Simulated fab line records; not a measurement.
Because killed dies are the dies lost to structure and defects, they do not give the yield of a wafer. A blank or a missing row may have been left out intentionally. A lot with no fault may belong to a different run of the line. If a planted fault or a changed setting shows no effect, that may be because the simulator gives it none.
Chamber matching | flow n5 finfet | N5_BEOL_M5_STRIP_19 on rie diel-02: 4 sister chambers
The step strips in O2. 14 wafers are shown with their chamber, then 7 later ones without.

## WAFERS PAIRED WITH THEIR CHAMBERS
wafer  | chamber | showerhead plenum p Torr (Torr) | drypump motor current A (A) | oes product au (a.u.)
L077.3 | 2       | 2.11                            | 5.1                         | 0.80
L077.4 | 0       | 2.19                            | 5.8                         | 0.72
L077.6 | 0       | 2.19                            | 5.8                         | 0.71
L084.4 | 0       | 2.18                            | 5.8                         | 0.70
L084.5 | 3       | 1.99                            | 6.2                         | 0.70
L084.6 | 1       | 2.23                            | 5.7                         | 0.86
L087.2 | 0       | 2.18                            | 5.8                         | 0.70
L087.4 | 2       | 2.11                            | 5.0                         | 0.79
L087.5 | 2       | 2.11                            | 5.1                         | 0.79
L090.1 | 2       | 2.11                            | 5.1                         | 0.79
L090.4 | 0       | 2.18                            | 5.8                         | 0.69
L090.5 | 0       | 2.18                            | 5.8                         | 0.69
L093.1 | 1       | 2.23                            | 5.7                         | 0.83
L093.2 | 3       | 1.99                            | 6.2                         | 0.68

SIGNATURES (means of the wafers above)
reading                  | chamber 0 | chamber 1 | chamber 2 | chamber 3 | scatter within a chamber
showerhead plenum p Torr | 2.1833    | 2.2300    | 2.1100    | 1.9900    | 0.00365
drypump motor current A  | 5.800     | 5.700     | 5.075     | 6.200     | 0.0274
oes product au           | 0.7017    | 0.8450    | 0.7925    | 0.6900    | 0.0119
Rule: for each reading, subtract the chamber's mean from the wafer's reading, divide by that reading's scatter and square the result; add these up over the readings and take the root, which gives the wafer's distance from the chamber. The wafer belongs to the nearest chamber; if the next one is less than 2 further off, it can't be placed. The scatter is the square root of a quotient: the sum, over the shown wafers, of each reading's squared deviation from its chamber's mean, divided by wafers minus chambers.

## WAFERS WITHOUT THEIR CHAMBER
wafer  | showerhead plenum p Torr (Torr) | drypump motor current A (A) | oes product au (a.u.)
L093.3 | 2.10                            | 5.1                         | 0.78
L094.2 | 2.10                            | 5.1                         | 0.78
L094.4 | 2.23                            | 5.7                         | 0.83
L094.5 | 2.10                            | 5.1                         | 0.77
L095.2 | 1.99                            | 6.2                         | 0.68
L095.3 | 2.10                            | 5.1                         | 0.77
L095.4 | 2.17                            | 5.8                         | 0.69

## WHICH CHAMBER EACH WENT THROUGH
wafer  | from the rows above | in truth
L093.3 | 2                   | 2
L094.2 | 2                   | 2
L094.4 | 1                   | 1
L094.5 | 2                   | 2
L095.2 | 3                   | 3
L095.3 | 2                   | 2
L095.4 | 0                   | 0
Correct placement for 7 of the 7. From these rows, 0 cannot be placed. Placed wrongly: 0.
